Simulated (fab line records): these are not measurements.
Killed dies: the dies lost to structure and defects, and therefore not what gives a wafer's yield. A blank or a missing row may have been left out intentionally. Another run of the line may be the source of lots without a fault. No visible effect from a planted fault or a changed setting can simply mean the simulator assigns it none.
Which of the tools did it?    flow nand harc    14 lots with 42 wafers sampled at 4 steps, on a route of 1159 steps

## WHAT THE GAUGES READ, wafer by wafer
Not one reading of a measure or inspect step in the record can be checked against a usual standard deviation.

## WHAT TOOL EACH LOT RAN ON (gives the tool, then ch and the chambers of the sampled wafers, and finally the start)
lot   NHARC_A_M1_DEGAS_29           NHARC_A_BONDPAD_DEVELOP_08         NHARC_A_BONDPAD_DEGAS_25      NHARC_A_BONDPAD_PRE_CLEAN_26
L898  pvd sputter-02, day 17 23:55  litho track-03 ch 0, day 18 03:00  pvd sputter-03, day 18 04:36  pvd sputter-03, no start
L899  pvd sputter-01, day 18 01:46  litho track-03 ch 0, day 18 05:00  pvd sputter-01, day 18 06:24  pvd sputter-01, no start
L896  pvd sputter-02, day 19 02:22  litho track-02 ch 0, day 19 05:00  pvd sputter-01, day 19 07:01  pvd sputter-01, no start
L906  pvd sputter-03, day 21 01:29  litho track-05, day 21 04:00       pvd sputter-01, day 21 06:01  pvd sputter-01, no start
L908  pvd sputter-01, day 21 02:38  litho track-02, day 21 06:00       pvd sputter-03, day 21 07:20  pvd sputter-03, no start
L912  pvd sputter-01, day 21 14:09  litho track-03 ch 0, day 21 17:00  pvd sputter-03, day 21 18:50  pvd sputter-03, no start
L911  pvd sputter-01, day 21 20:33  litho track-05 ch 0, day 21 23:00  pvd sputter-01, day 22 01:14  pvd sputter-01, no start
L910  pvd sputter-03, day 22 01:38  litho track-03 ch 0, day 22 05:00  pvd sputter-02, day 22 06:50  pvd sputter-02, no start
L913  pvd sputter-01, day 22 05:42  litho track-03 ch 0, day 22 09:00  pvd sputter-02, day 22 10:22  pvd sputter-02, no start
L914  pvd sputter-03, day 22 07:26  litho track-03 ch 0, day 22 10:00  pvd sputter-03, day 22 11:58  pvd sputter-03, no start
L915  pvd sputter-02, day 22 13:28  litho track-05 ch 0, day 22 17:00  pvd sputter-03, day 22 18:52  pvd sputter-03, no start
L916  pvd sputter-01, day 23 07:35  litho track-03 ch 0, day 23 10:00  pvd sputter-01, day 23 12:13  pvd sputter-01, no start
L917  pvd sputter-02, day 23 11:15  litho track-02 ch 0, day 23 14:00  pvd sputter-02, day 23 16:05  pvd sputter-02, no start
L918  pvd sputter-02, day 23 12:02  litho track-05 ch 0, day 23 15:00  pvd sputter-03, day 23 16:47  pvd sputter-03, no start
- NHARC_A_M1_DEGAS_29: time 60 s.
- NHARC_A_BONDPAD_DEVELOP_08: time 50 s.
- NHARC_A_BONDPAD_DEGAS_25: time 60 s.
- NHARC_A_BONDPAD_PRE_CLEAN_26: time 30 s.

## AS READ BY THE TOOLS THEMSELVES (means over the sampled wafers that have a number; for cases with no such wafer, the mark the record gives instead)
NHARC_A_M1_DEGAS_29.
lot   tool            heater power w (W)
L898  pvd sputter-02  332
L899  pvd sputter-01  306
L896  pvd sputter-02  313
L906  pvd sputter-03  327
L908  pvd sputter-01  293
L912  pvd sputter-01  299
L911  pvd sputter-01  306
L910  pvd sputter-03  280
L913  pvd sputter-01  302
L914  pvd sputter-03  322
L915  pvd sputter-02  308
L916  pvd sputter-01  303
L917  pvd sputter-02  319
L918  pvd sputter-02  321

NHARC_A_BONDPAD_DEVELOP_08.
lot   tool            chill plate temp C (C)  developer temp C (C)
L898  litho track-03  23.00                   21.96
L899  litho track-03  23.08                   21.96
L896  litho track-02  23.03                   21.98
L906  litho track-05  -                       -
L908  litho track-02  -                       -
L912  litho track-03  22.95                   22.02
L911  litho track-05  22.91                   21.92
L910  litho track-03  22.97                   22.07
L913  litho track-03  22.92                   22.01
L914  litho track-03  23.06                   21.89
L915  litho track-05  23.05                   22.04
L916  litho track-03  22.86                   21.91
L917  litho track-02  23.09                   22.02
L918  litho track-05  22.88                   22.02

NHARC_A_BONDPAD_DEGAS_25.
lot   tool            heater power w (W)
L898  pvd sputter-03  423
L899  pvd sputter-01  403
L896  pvd sputter-01  400
L906  pvd sputter-01  425
L908  pvd sputter-03  456
L912  pvd sputter-03  431
L911  pvd sputter-01  417
L910  pvd sputter-02  458
L913  pvd sputter-02  447
L914  pvd sputter-03  437
L915  pvd sputter-03  444
L916  pvd sputter-01  434
L917  pvd sputter-02  427
L918  pvd sputter-03  422

NHARC_A_BONDPAD_PRE_CLEAN_26.
lot   tool            heater power w (W)
L898  pvd sputter-03  371
L899  pvd sputter-01  377
L896  pvd sputter-01  384
L906  pvd sputter-01  367
L908  pvd sputter-03  390
L912  pvd sputter-03  364
L911  pvd sputter-01  364
L910  pvd sputter-02  385
L913  pvd sputter-02  382
L914  pvd sputter-03  409
L915  pvd sputter-03  380
L916  pvd sputter-01  382
L917  pvd sputter-02  388
L918  pvd sputter-03  357

## THE ANSWER, worked out from the rows above alone
Rule: usual is defined by the lots themselves. Put in order of their means at a reading, lots are off if they are a third of the lots or fewer, leave a main group of 4 or more, and stand apart from it by a gap of 3 or more times the standard deviation of the main group's means; of several such gaps the widest counts. A main group is skipped when, at the precision printed for the reading in the tables above, its means are all equal. A lot without any number at a reading at which 4 lots or more have one is off too. Where the step has rows for the other lots, those lots are counted as sound. Order of review: gauges by route order, followed by the tools' own readings, for which a lot's mean as printed above is used. The first step at which some lot is off is used, and at that step the reading that is off furthest; a lot without a number counts as furthest.
Off, at NHARC_A_BONDPAD_DEVELOP_08 on chill plate temp C: L906, L908. Without a number there: L906, L908. Mean 22.98 C and standard deviation 0.076 in the main group.
A tool fits if, at that step or a process step before it, it ran every lot that is off, and no sound lot after the first of them. None of those tried fits.

## WHAT WAS PUT IN BY THE SIMULATOR
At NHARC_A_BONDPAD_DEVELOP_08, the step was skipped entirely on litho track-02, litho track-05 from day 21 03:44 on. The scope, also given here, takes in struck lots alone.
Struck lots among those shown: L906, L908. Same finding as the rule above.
